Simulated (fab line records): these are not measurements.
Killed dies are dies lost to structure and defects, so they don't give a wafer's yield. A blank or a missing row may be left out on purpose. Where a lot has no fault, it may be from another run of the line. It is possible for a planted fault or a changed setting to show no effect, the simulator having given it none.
A struck lot beside a sound one + flow n5Finfet + 13 steps out of a route of 1938
Sound: the wafers L122.2, L122.3, L122.5. Wafers struck: L133.1, L133.3, L133.5. The cause comes at the end.
Per side, at each step with rows, come the tool, then ch with its chambers, and then its first start. Under that, the readings that differ: sound wafers + struck wafers + difference of the means + sigmas: that difference in standard deviations of wafers without a fault.
alike: words and numbers the same on both sides, and readings whose means are apart by under 2 such deviations; not compared: readings that were withheld, readings missing a value for some wafer, numbers with overlapping values and no deviation given by the record, and bounds like >300 which may hide the same value.
Wherever a step has rows on one side only, a row that says differs or no value, or a row with sigmas, the two part there. Numbers that don't overlap but have no deviation are shown without sigmas and don't part them. A reading that every wafer of one side lacks parts them only if that side has two wafers or more.

first, 9 steps without rows for these wafers: N5_BEOL_M0_SAQP_PEB_38 (peb time 60 s); N5_BEOL_M0_SAQP_DEVELOP_39 (develop time 30 s); N5_BEOL_M0_SAQP_DESCUM_45 (chemistry O2, time 7 s); N5_BEOL_M0_SAQP_ETCH_88 (etches underlayer in N2/H2, target depth 6.5 nm, time 5.2 s); N5_BEOL_M0_SAQP_ETCH_73 (etches SiARC in CF4, target depth 19.5 nm, time 32.5 s); N5_BEOL_M0_SAQP_CUT_ETCH_46 (etches SOC in N2/H2, target depth 135 nm, overetch 27 nm, time 202.5 s); N5_BEOL_M0_SAQP_STRIP_74 (strips in N2/H2); N5_BEOL_M0_SAQP_STRIP_89 (strips in N2/H2); N5_BEOL_M0_SAQP_ALD_48 (deposits SiO2, target thk 20 nm, pulse time 1 s, co reactant pulse time 1 s).
N5_BEOL_M0_SAQP_ETCH_49: etches SiO2 in CF4/O2, target depth 37 nm.
  sound on rieDiel-05 ch 0,1,3, day 7 11:29; struck on rieDiel-05 ch 0,1,3, day 10 04:08
  no value came back on the struck wafers for any of 7 readings (O2_flow_sccm (sccm), biasW (W) and others); on the sound wafers O2_flow_sccm (sccm) reads 9.96 10.01 10.05
| reading                                        | sound          | struck         | difference | sigmas |
|------------------------------------------------|----------------|----------------|------------|--------|
| model.SOC_of_BEOL_M0_SAQP_COAT_69.thkNm (nm)   | 70.8 70.6 71.2 | 90.2 90.2 90.2 | +19.3      |        |
| model.BEOL_M0_SAQP.featureDepthNm (nm)         | 36.8 36.8 36.8 | 30.6 29.4 30   | -6.8       |        |
| model.SiARC_of_BEOL_M0_SAQP_COAT_72.thkNm (nm) | 0 0 0          | 5 4.4 5        | +5         |        |
  not compared: rfHoursCounterH
N5_BEOL_M0_SAQP_STRIP_75: strips in CF4.
  sound on rieDiel-05 ch 0,1,3, day 7 11:35; struck on rieDiel-05 ch 0,1,3, day 10 04:14
| reading                                      | sound             | struck            | difference | sigmas |
|----------------------------------------------|-------------------|-------------------|------------|--------|
| oesProductAu (a.u.)                          | 0.167 0.175 0.199 | 0.747 0.692 0.811 | +0.570     | +36    |
| model.SiO2_of_BEOL_M0_SAQP_ALD_48.thkNm (nm) | 14.6 14.6 14.8    | 19.6 19.6 19.6    | +4.9       |        |
  alike: drypumpMotorCurrentA, rfVppV, showerheadPlenumPTorr, throttleValvePct
  not compared: rfHoursCounterH
N5_BEOL_M4_RC_MEAS_101:
  the record has rows for the sound wafers here (prober-01 ch 0, day 9 12:53) and none for the struck ones
-- here the record skips 5 days between the struck wafers' starts before and after, leaving off in module BEOL_M4 and picking up in module PASSIVATION (first step shown: number 1936 of the route) --
N5_PASSIVATION_PROBE_49:
  the record has rows for the struck wafers here (prober-01, day 15 15:48) and none for the sound ones

== WHERE THEY PART ==
At N5_BEOL_M0_SAQP_ETCH_49 first; at N5_PASSIVATION_PROBE_49 last (within this record only).

WHY: what the simulator had put in
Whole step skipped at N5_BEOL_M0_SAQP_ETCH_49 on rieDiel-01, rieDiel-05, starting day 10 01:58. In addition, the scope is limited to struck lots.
